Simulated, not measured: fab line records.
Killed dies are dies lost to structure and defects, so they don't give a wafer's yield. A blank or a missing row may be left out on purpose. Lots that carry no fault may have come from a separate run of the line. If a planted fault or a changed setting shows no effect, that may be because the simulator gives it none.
The tool behind it: which one? :: flow nand-harc :: 36 wafers from 12 lots sampled at 7 of the route's 1302 steps

## WHAT THE GAUGES SHOWED, per wafer
NHARC_P_STI_CD_MEAS_16.
lot: L219
measured: day 3 09:53
on: cd-sem-03
cd-nm (nm): 199.3 197.6 202.5

lot: L221
measured: day 4 02:53
on: cd-sem-02
cd-nm (nm): 198.0 197.6 200.1

lot: L223
measured: day 4 21:05
on: cd-sem-02
cd-nm (nm): 195.7 200.2 196.8

lot: L224
measured: day 5 07:49
on: cd-sem-01
cd-nm (nm): 203.3 198.5 198.9

lot: L227
measured: day 6 13:52
on: cd-sem-02
cd-nm (nm): 199.6 200.9 200.6

lot: L228
measured: day 6 23:24
on: cd-sem-03
cd-nm (nm): 202.0 199.6 203.5

lot: L229
measured: day 7 08:52
on: cd-sem-02
cd-nm (nm): 201.3 201.4 202.3

lot: L230
measured: day 7 20:35
on: cd-sem-02
cd-nm (nm): 198.2 200.1 197.8

lot: L231
measured: day 8 06:02
on: cd-sem-03
cd-nm (nm): 201.1 202.9 202.7

lot: L236
measured: day 10 06:51
on: cd-sem-02
cd-nm (nm): 201.1 200.9 203.0

lot: L239
measured: day 11 12:40
on: cd-sem-02
cd-nm (nm): 200.4 198.7 200.2

lot: L241
measured: day 12 09:14
on: cd-sem-03
cd-nm (nm): 199.4 199.9 204.2

NHARC_P_STI_OCD_MEAS_17.
lot: L219
measured: day 3 09:58
on: ocd-02
trench-depth-nm (nm): 302 308 305
trench-foot-cd-nm (nm): 158.8 154.5 158.7

lot: L221
measured: day 4 02:58
on: ocd-01
trench-depth-nm (nm): 301 301 304
trench-foot-cd-nm (nm): 156.3 155.9 158.6

lot: L223
measured: day 4 21:10
on: ocd-01
trench-depth-nm (nm): 306 294 304
trench-foot-cd-nm (nm): 153.9 159.5 155.2

lot: L224
measured: day 5 07:55
on: ocd-01
trench-depth-nm (nm): 303 296 297
trench-foot-cd-nm (nm): 159.5 158.3 157.4

lot: L227
measured: day 6 13:56
on: ocd-02
trench-depth-nm (nm): 300 297 299
trench-foot-cd-nm (nm): 158.5 161.0 159.7

lot: L228
measured: day 6 23:29
on: ocd-02
trench-depth-nm (nm): 308 301 307
trench-foot-cd-nm (nm): 159.1 157.2 160.5

lot: L229
measured: day 7 08:57
on: ocd-01
trench-depth-nm (nm): 303 294 289
trench-foot-cd-nm (nm): 158.3 159.5 161.8

lot: L230
measured: day 7 20:40
on: ocd-01
trench-depth-nm (nm): 298 292 300
trench-foot-cd-nm (nm): 157.2 159.1 156.9

lot: L231
measured: day 8 06:07
on: ocd-01
trench-depth-nm (nm): 297 308 300
trench-foot-cd-nm (nm): 159.5 157.9 159.3

lot: L236
measured: day 10 06:56
on: ocd-02
trench-depth-nm (nm): 313 304 314
trench-foot-cd-nm (nm): 157.0 158.6 158.1

lot: L239
measured: day 11 12:45
on: ocd-01
trench-depth-nm (nm): 298 298 301
trench-foot-cd-nm (nm): 158.6 158.6 158.7

lot: L241
measured: day 12 09:19
on: ocd-01
trench-depth-nm (nm): 295 297 297
trench-foot-cd-nm (nm): 157.0 157.0 161.0

NHARC_P_GATE_INSPECT_28.
lot: L219
measured: day 5 11:07
on: defect-inspect-02
raw-defect-count: 2 7 3

lot: L221
measured: day 6 01:23
on: defect-inspect-01
raw-defect-count: 3 4 2

lot: L223
measured: day 7 01:20
on: defect-inspect-01
raw-defect-count: 4 5 5

lot: L224
measured: day 7 12:49
on: defect-inspect-02
raw-defect-count: 7 3 7

lot: L227
measured: day 8 15:37
on: defect-inspect-02
raw-defect-count: 3 3 5

lot: L228
measured: day 9 08:37
on: defect-inspect-01
raw-defect-count: 5 6 3

lot: L229
measured: day 9 15:48
on: defect-inspect-01
raw-defect-count: 11 12 2

lot: L230
measured: day 10 01:47
on: defect-inspect-02
raw-defect-count: 1 8 12

lot: L231
measured: day 10 05:38
on: defect-inspect-01
raw-defect-count: 4 1 2

lot: L236
measured: day 12 08:53
on: defect-inspect-01
raw-defect-count: 5 13 6

lot: L239
measured: day 13 14:03
on: defect-inspect-02
raw-defect-count: 224 253 250

lot: L241
measured: day 14 20:47
on: defect-inspect-01
raw-defect-count: 256 253 261

NHARC_P_GATE_INSPECT_68.
lot: L219
measured: day 6 05:17
on: defect-inspect-02
raw-defect-count: 176 244 105

lot: L221
measured: day 6 19:47
on: defect-inspect-01
raw-defect-count: 165 119 158

lot: L223
measured: day 7 19:58
on: defect-inspect-01
raw-defect-count: 153 162 214

lot: L224
measured: day 8 07:08
on: defect-inspect-02
raw-defect-count: 168 130 119

lot: L227
measured: day 9 09:59
on: defect-inspect-01
raw-defect-count: 302 201 350

lot: L228
measured: day 10 03:00
on: defect-inspect-02
raw-defect-count: 303 257 212

lot: L229
measured: day 10 10:17
on: defect-inspect-01
raw-defect-count: 348 187 192

lot: L230
measured: day 10 21:05
on: defect-inspect-02
raw-defect-count: 190 150 147

lot: L231
measured: day 11 00:44
on: defect-inspect-01
raw-defect-count: 325 287 220

lot: L236
measured: day 13 03:02
on: defect-inspect-02
raw-defect-count: 116 86 96

lot: L239
measured: day 14 08:29
on: defect-inspect-02
raw-defect-count: 379 484 404

lot: L241
measured: day 15 15:11
on: defect-inspect-01
raw-defect-count: 384 406 367

NHARC_END_SORT_01.
lot: L231
measured: day 29 12:34
on: prober-02
killed-at-array: 64 58
killed-at-other: 4 1
killed-at-periphery: 1 0
killed-dies: 69 59
killed-open: 3 5
killed-short: 3 2

lot: L239
measured: day 33 10:32
on: prober-02
killed-at-array: 65 27 53
killed-at-other: 4 2 2
killed-at-periphery: 39 32 66
killed-dies: 108 61 121
killed-open: 5 2 4
killed-short: 4 1 3

lot: L241
measured: day 34 12:29
on: prober-01
killed-at-array: 37 53 55
killed-at-other: 0 0 0
killed-at-periphery: 50 27 61
killed-dies: 87 80 116
killed-open: 0 3 7
killed-short: 1 1 0

## WHAT TOOL EACH LOT RAN ON (gives the tool, then ch and the chambers of the sampled wafers, and finally the start)
lot: L219
NHARC_P_GATE_STRIP_15: wet-bench-03 ch 2,3,4, day 4 21:05
NHARC_P_GATE_STRIP_101: rie-diel-10 ch 0,1,2, day 5 22:02

lot: L221
NHARC_P_GATE_STRIP_15: wet-bench-02 ch 1,3,4, day 5 10:36
NHARC_P_GATE_STRIP_101: rie-diel-10 ch 1,2,3, day 6 12:20

lot: L223
NHARC_P_GATE_STRIP_15: wet-bench-09 ch 0,2,5, day 6 07:04
NHARC_P_GATE_STRIP_101: rie-diel-01 ch 0,1,3, day 7 12:25

lot: L224
NHARC_P_GATE_STRIP_15: wet-bench-09 ch 3,4,7, day 6 23:23
NHARC_P_GATE_STRIP_101: rie-diel-03 ch 1,2, day 7 23:45

lot: L227
NHARC_P_GATE_STRIP_15: wet-bench-09 ch 0,4,5, day 8 02:03
NHARC_P_GATE_STRIP_101: rie-diel-03 ch 0,3, day 9 02:33

lot: L228
NHARC_P_GATE_STRIP_15: wet-bench-03 ch 0,1,5, day 8 11:44
NHARC_P_GATE_STRIP_101: rie-diel-10 ch 0,2,3, day 9 19:46

lot: L229
NHARC_P_GATE_STRIP_15: wet-bench-02 ch 1,5,6, day 8 18:52
NHARC_P_GATE_STRIP_101: rie-diel-10 ch 0,2,3, day 10 02:47

lot: L230
NHARC_P_GATE_STRIP_15: wet-bench-03 ch 1,5,7, day 9 11:45
NHARC_P_GATE_STRIP_101: rie-diel-10 ch 0,1,3, day 10 12:46

lot: L231
NHARC_P_GATE_STRIP_15: wet-bench-09 ch 3,4,5, day 9 15:31
NHARC_P_GATE_STRIP_101: rie-diel-01 ch 0,2,3, day 10 16:32

lot: L236
NHARC_P_GATE_STRIP_15: wet-bench-02 ch 2,4,5, day 11 17:29
NHARC_P_GATE_STRIP_101: rie-diel-01 ch 0,1,2, day 12 19:41

lot: L239
NHARC_P_GATE_STRIP_15: wet-bench-09 ch 0,1,2, day 12 23:44
NHARC_P_GATE_STRIP_101: rie-diel-10 ch 0,1,3, day 14 01:01

lot: L241
NHARC_P_GATE_STRIP_15: wet-bench-09 ch 0,6,7, day 13 22:23
NHARC_P_GATE_STRIP_101: rie-diel-01 ch 0,1,2, day 15 07:40
- NHARC_P_GATE_STRIP_15: strips in SPM, time 780 s.
- NHARC_P_GATE_STRIP_101: strips in O2, time 20 s.

## WHAT THE TOOLS THEMSELVES READ (means of the sampled wafers that have a number; where no wafer has one, the mark that the record gives instead)
NHARC_P_GATE_STRIP_15.
lot: L219
tool: wet-bench-03
temp-c (C): 130.06

lot: L221
tool: wet-bench-02
temp-c (C): 129.89

lot: L223
tool: wet-bench-09
temp-c (C): 130.03

lot: L224
tool: wet-bench-09
temp-c (C): 130.06

lot: L227
tool: wet-bench-09
temp-c (C): 130.01

lot: L228
tool: wet-bench-03
temp-c (C): 130.00

lot: L229
tool: wet-bench-02
temp-c (C): 130.01

lot: L230
tool: wet-bench-03
temp-c (C): 129.96

lot: L231
tool: wet-bench-09
temp-c (C): 130.00

lot: L236
tool: wet-bench-02
temp-c (C): 129.99

lot: L239
tool: wet-bench-09
temp-c (C): 129.99

lot: L241
tool: wet-bench-09
temp-c (C): 129.99

NHARC_P_GATE_STRIP_101.
lot: L219
tool: rie-diel-10
drypump-motor-current-A (A): 5.8
o2-flow-sccm (sccm): 499.4
oes-product-au (a.u.): 0.998
rf-vpp-V (V): 58.6
showerhead-plenum-p-Torr (Torr): 3.63
throttle-valve-pct (%): 17.038

lot: L221
tool: rie-diel-10
drypump-motor-current-A (A): 5.6
o2-flow-sccm (sccm): 500.2
oes-product-au (a.u.): 0.994
rf-vpp-V (V): 57.6
showerhead-plenum-p-Torr (Torr): 3.52
throttle-valve-pct (%): 17.040

lot: L223
tool: rie-diel-01
drypump-motor-current-A (A): 5.2
o2-flow-sccm (sccm): 498.7
oes-product-au (a.u.): 1.002
rf-vpp-V (V): 56.8
showerhead-plenum-p-Torr (Torr): 3.50
throttle-valve-pct (%): 17.038

lot: L224
tool: rie-diel-03
drypump-motor-current-A (A): 5.3
o2-flow-sccm (sccm): 499.0
oes-product-au (a.u.): 0.986
rf-vpp-V (V): 58.2
showerhead-plenum-p-Torr (Torr): 3.62
throttle-valve-pct (%): 17.026

lot: L227
tool: rie-diel-03
drypump-motor-current-A (A): 5.6
o2-flow-sccm (sccm): 500.2
oes-product-au (a.u.): 0.996
rf-vpp-V (V): 57.8
showerhead-plenum-p-Torr (Torr): 3.54
throttle-valve-pct (%): 17.027

lot: L228
tool: rie-diel-10
drypump-motor-current-A (A): 5.8
o2-flow-sccm (sccm): 499.6
oes-product-au (a.u.): 0.991
rf-vpp-V (V): 58.2
showerhead-plenum-p-Torr (Torr): 3.60
throttle-valve-pct (%): 17.037

lot: L229
tool: rie-diel-10
drypump-motor-current-A (A): 5.8
o2-flow-sccm (sccm): 500.0
oes-product-au (a.u.): 0.999
rf-vpp-V (V): 58.2
showerhead-plenum-p-Torr (Torr): 3.60
throttle-valve-pct (%): 17.035

lot: L230
tool: rie-diel-10
drypump-motor-current-A (A): 5.7
o2-flow-sccm (sccm): 499.7
oes-product-au (a.u.): 0.998
rf-vpp-V (V): 57.6
showerhead-plenum-p-Torr (Torr): 3.58
throttle-valve-pct (%): 17.031

lot: L231
tool: rie-diel-01
drypump-motor-current-A (A): 5.3
o2-flow-sccm (sccm): 500.9
oes-product-au (a.u.): 0.995
rf-vpp-V (V): 57.1
showerhead-plenum-p-Torr (Torr): 3.43
throttle-valve-pct (%): 17.030

lot: L236
tool: rie-diel-01
drypump-motor-current-A (A): 5.5
o2-flow-sccm (sccm): 499.9
oes-product-au (a.u.): 0.998
rf-vpp-V (V): 56.8
showerhead-plenum-p-Torr (Torr): 3.51
throttle-valve-pct (%): 17.039

lot: L239
tool: rie-diel-10
drypump-motor-current-A (A): 5.7
o2-flow-sccm (sccm): 500.1
oes-product-au (a.u.): 1.001
rf-vpp-V (V): 57.4
showerhead-plenum-p-Torr (Torr): 3.58
throttle-valve-pct (%): 17.057

lot: L241
tool: rie-diel-01
drypump-motor-current-A (A): 5.5
o2-flow-sccm (sccm): 500.4
oes-product-au (a.u.): 1.005
rf-vpp-V (V): 57.7
showerhead-plenum-p-Torr (Torr): 3.51
throttle-valve-pct (%): 17.040

## THE ANSWER, worked out from the rows above alone
Rule: the lots themselves supply what counts as usual. The widest of any qualifying gaps counts: lots, ordered by their means at a reading, are off when they make up no more than a third of the lots, leave a main group of 4 or more, and stand apart from it by 3 or more times the standard deviation of that group's means. A main group is skipped when, at the precision printed for the reading in the tables above, its means are all equal. Also off: a lot with no number at a reading for which 4 or more lots have one. All remaining lots with rows at the step are treated as sound. First the gauges in route order, then the tools' own readings, where a lot's mean is used as printed above. The first step at which some lot is off is used, and at that step the reading that is off furthest; a lot without a number counts as furthest.
Off: L239, L241, at NHARC_P_GATE_INSPECT_28 (raw-defect-count). Main group: mean 5.1, sd 2.
If a tool, at a process step before that reading, ran all the lots that are off and no sound lot after the first of them, it fits. Gauges at NHARC_P_GATE_INSPECT_28: tried the same way as those tools. One fits: wet-bench-09 at NHARC_P_GATE_STRIP_15. A fault onset in the window from L231 (day 9 15:31, its last sound lot) to L239 (day 12 23:44, its first lot off) fits.

## WHAT THE SIMULATOR PUT IN
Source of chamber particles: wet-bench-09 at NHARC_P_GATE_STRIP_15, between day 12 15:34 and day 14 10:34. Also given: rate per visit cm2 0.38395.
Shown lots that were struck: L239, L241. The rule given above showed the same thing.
